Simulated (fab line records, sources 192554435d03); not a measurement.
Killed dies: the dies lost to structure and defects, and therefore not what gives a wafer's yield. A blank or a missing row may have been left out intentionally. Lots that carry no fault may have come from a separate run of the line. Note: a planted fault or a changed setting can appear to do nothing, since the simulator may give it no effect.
Comparing a struck lot with a sound one + flow n5Finfet + 20 steps out of a route of 1938
Sound: wafers L114.1, L114.2, L114.6. The struck wafers were L118.1, L118.3, L118.4. At the end, the cause is stated.
For every step that has rows: the tool of each side, followed by ch and its chambers, followed by its first start. Under that, the readings that differ: sound wafers + struck wafers + difference of the means + sigmas: that difference in standard deviations of wafers without a fault.
alike: readings whose means differ by less than 2 such deviations, and words and numbers that are the same on both sides. not compared: withheld readings, readings that some wafer has no value for, bounds like >300 that may hide the same value, and numbers for which the record gives no deviation and whose values overlap.
Wherever a step has rows on one side only, a row that says differs or no value, or a row with sigmas, the two part there. When numbers do not overlap yet have no deviation, they are printed without sigmas and do not part them. A reading that every wafer of one side lacks parts them only if that side has two wafers or more.

first, 8 steps without rows for these wafers: N5_BEOL_M6_COAT_59 (time 60 s, resist thk 100 nm); N5_BEOL_M6_COAT_60 (time 60 s, resist thk 35 nm); N5_BEOL_M6_COAT_05 (resist thk 90 nm); N5_BEOL_M6_EBR_07; N5_BEOL_M6_SOFTBAKE_06 (time 60 s); N5_BEOL_M6_EXPOSE_08 (exposes mask M6); N5_BEOL_M6_PEB_09 (peb time 60 s); N5_BEOL_M6_DEVELOP_10 (develop time 30 s).
N5_BEOL_M6_CD_MEAS_11: target cd 38.5 nm.
  sound on cdSem-03 ch 0, day 10 03:22; struck on cdSem-03 ch 0, day 11 01:35
  alike: cdNm
N5_BEOL_M6_OVL_MEAS_12:
  sound on overlay-02 ch 0, day 10 03:25; struck on overlay-02 ch 0, day 11 01:37
  alike: M6_OVL
N5_BEOL_M6_INSPECT_13: inspects for defects (brightfield).
  struck on defectInspect-02, day 11 01:39; sound on defectInspect-02, day 10 03:26
  alike: rawDefectCount
N5_BEOL_M6_DESCUM_16: chemistry O2, time 7.9 s.
  sound on rieDiel-04 ch 2,3, day 10 03:41; struck on rieDiel-04 ch 0,1,3, day 11 02:05
  alike: drypumpMotorCurrentA, oesProductAu, rfVppV, showerheadPlenumPTorr, throttleValvePct
  not compared: rfHoursCounterH
N5_BEOL_M6_ETCH_61: etches SiARC in CF4, target depth 45.5 nm, time 75.8 s.
  sound on rieDiel-04 ch 2,3, day 10 03:43; struck on rieDiel-04 ch 0,1,3, day 11 02:07
  no value came back on the struck wafers for any of 8 readings (biasW (W), cf4FlowSccm (sccm) and others); on the sound wafers biasW (W) reads 36.05 36.00 36.01
| reading                                     | sound        | struck         | difference | sigmas |
|---------------------------------------------|--------------|----------------|------------|--------|
| model.CAR-ArF_of_BEOL_M6_COAT_05.thkNm (nm) | 51.2 51.2 51 | 83.4 83.4 83.2 | +32.2      |        |
  not compared: rfHoursCounterH
N5_BEOL_M6_ETCH_62: etches SOC in N2/H2, target depth 110 nm, overetch 22 nm, time 165 s.
  sound on rieDiel-04 ch 2,3, day 10 03:47; struck on rieDiel-04 ch 0,1,3, day 11 02:10
| reading             | sound          | struck         | difference | sigmas |
|---------------------|----------------|----------------|------------|--------|
| oesProductAu (a.u.) | 0.60 0.60 0.61 | 0.27 0.31 0.27 | -0.32      | -5     |
  alike: biasW, chamberPressureMTorr, drypumpMotorCurrentA, rfVppV, showerheadPlenumPTorr, throttleValvePct
  not compared: rfHoursCounterH
then, 1 step without rows for these wafers: N5_BEOL_M6_STRIP_68 (strips in N2/H2).
N5_BEOL_M6_STRIP_67: strips in CF4.
  sound on rieDiel-04 ch 2,3, day 10 03:55; struck on rieDiel-04 ch 0,1,3, day 11 02:19
  alike: drypumpMotorCurrentA, oesProductAu, rfVppV, showerheadPlenumPTorr, throttleValvePct
  not compared: rfHoursCounterH
N5_BEOL_M6_HM_OPEN_17: chemistry Cl2/BCl3, target TiN, target depth 20 nm, overetch 6 nm.
  sound on rieMetal-03 ch 0,1, day 10 03:58; struck on rieMetal-01 ch 0,1, day 11 02:22
| reading              | sound             | struck            | difference | sigmas |
|----------------------|-------------------|-------------------|------------|--------|
| oesProductAu (a.u.)  | 0.64 0.75 0.64    | 0.30 0.30 0.32    | -0.37      | -8     |
| throttleValvePct (%) | 22.06 21.81 22.06 | 22.89 22.87 22.65 | +0.83      | +6     |
  alike: drypumpMotorCurrentA
  not compared: rfHoursCounterH
N5_BEOL_M6_STRIP_19: strips in O2.
  sound on rieDiel-06 ch 2,3, day 10 04:10; struck on rieDiel-05 ch 0,1,2, day 11 02:28
  alike: drypumpMotorCurrentA, oesProductAu, rfVppV, showerheadPlenumPTorr, throttleValvePct
  not compared: rfHoursCounterH
N5_BEOL_M6_CD_MEAS_18: pitch 80 nm, target cd 40 nm.
  struck on cdSem-03, day 11 02:32; sound on cdSem-02, day 10 04:14
| reading   | sound          | struck | difference                    | sigmas |
|-----------|----------------|--------|-------------------------------|--------|
| cdNm (nm) | 40.4 40.3 40.0 | - - -  | no value on the struck wafers |        |
then, 1 step without rows for these wafers: N5_BEOL_M6_COAT_63 (time 60 s, resist thk 60 nm).

## WHERE THEY PART
Last at N5_BEOL_M6_CD_MEAS_18 as far as this record goes, first at N5_BEOL_M6_ETCH_61.

WHY: what had been put in by the simulator
Step skipped in full: rieDiel-04, at N5_BEOL_M6_ETCH_61, from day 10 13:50 onward. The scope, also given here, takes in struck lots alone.
